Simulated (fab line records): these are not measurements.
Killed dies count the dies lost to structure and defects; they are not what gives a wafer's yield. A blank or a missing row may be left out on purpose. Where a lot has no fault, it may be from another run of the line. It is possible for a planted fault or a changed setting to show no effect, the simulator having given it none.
Matching of chambers / flow nandHarc / 4 sister chambers for NHARC_P_ZERO_WELL_DESCUM_39 on rieDiel-10
The step chemistry O2, time 3 s. 8 wafers are shown with their chamber, then 8 later ones without.

WAFERS PAIRED WITH THEIR CHAMBERS
wafer=L083.2; chamber=3; showerheadPlenumPTorr (Torr)=1.86; drypumpMotorCurrentA (A)=5.5
wafer=L083.3; chamber=0; showerheadPlenumPTorr (Torr)=1.95; drypumpMotorCurrentA (A)=6.3
wafer=L086.3; chamber=3; showerheadPlenumPTorr (Torr)=1.86; drypumpMotorCurrentA (A)=5.6
wafer=L086.5; chamber=2; showerheadPlenumPTorr (Torr)=1.82; drypumpMotorCurrentA (A)=5.9
wafer=L090.1; chamber=0; showerheadPlenumPTorr (Torr)=1.94; drypumpMotorCurrentA (A)=6.2
wafer=L090.5; chamber=2; showerheadPlenumPTorr (Torr)=1.82; drypumpMotorCurrentA (A)=5.9
wafer=L090.6; chamber=1; showerheadPlenumPTorr (Torr)=1.87; drypumpMotorCurrentA (A)=5.2
wafer=L094.4; chamber=1; showerheadPlenumPTorr (Torr)=1.86; drypumpMotorCurrentA (A)=5.2

WAFERS WHOSE CHAMBER IS MISSING
wafer=L094.5; showerheadPlenumPTorr (Torr)=1.81; drypumpMotorCurrentA (A)=5.9
wafer=L094.6; showerheadPlenumPTorr (Torr)=1.86; drypumpMotorCurrentA (A)=5.1
wafer=L095.1; showerheadPlenumPTorr (Torr)=1.93; drypumpMotorCurrentA (A)=6.3
wafer=L095.2; showerheadPlenumPTorr (Torr)=1.81; drypumpMotorCurrentA (A)=5.9
wafer=L095.5; showerheadPlenumPTorr (Torr)=1.81; drypumpMotorCurrentA (A)=5.9
wafer=L097.2; showerheadPlenumPTorr (Torr)=1.81; drypumpMotorCurrentA (A)=6.0
wafer=L097.3; showerheadPlenumPTorr (Torr)=1.86; drypumpMotorCurrentA (A)=5.2
wafer=L097.5; showerheadPlenumPTorr (Torr)=1.86; drypumpMotorCurrentA (A)=5.2

THE CHAMBER EACH PASSED THROUGH
wafer=L094.5; from the rows above=2; in truth=2
wafer=L094.6; from the rows above=1; in truth=1
wafer=L095.1; from the rows above=0; in truth=0
wafer=L095.2; from the rows above=2; in truth=2
wafer=L095.5; from the rows above=2; in truth=2
wafer=L097.2; from the rows above=2; in truth=2
wafer=L097.3; from the rows above=1; in truth=1
wafer=L097.5; from the rows above=1; in truth=1
Placed correctly: 8 of 8. Can't be placed from these rows: 0. Placed wrongly: 0.
How it was worked out, from the rows above alone: a wafer's distance from a chamber is the root of the sum, over the readings, of the square of ((its reading less the chamber's mean) divided by the reading's scatter). The wafer belongs to the nearest chamber; if the next one is less than 2 further off, it can't be placed. The mean given for a chamber averages the wafers shown for that chamber. The scatter is the square root of a quotient: the sum, over the shown wafers, of each reading's squared deviation from its chamber's mean, divided by wafers minus chambers.
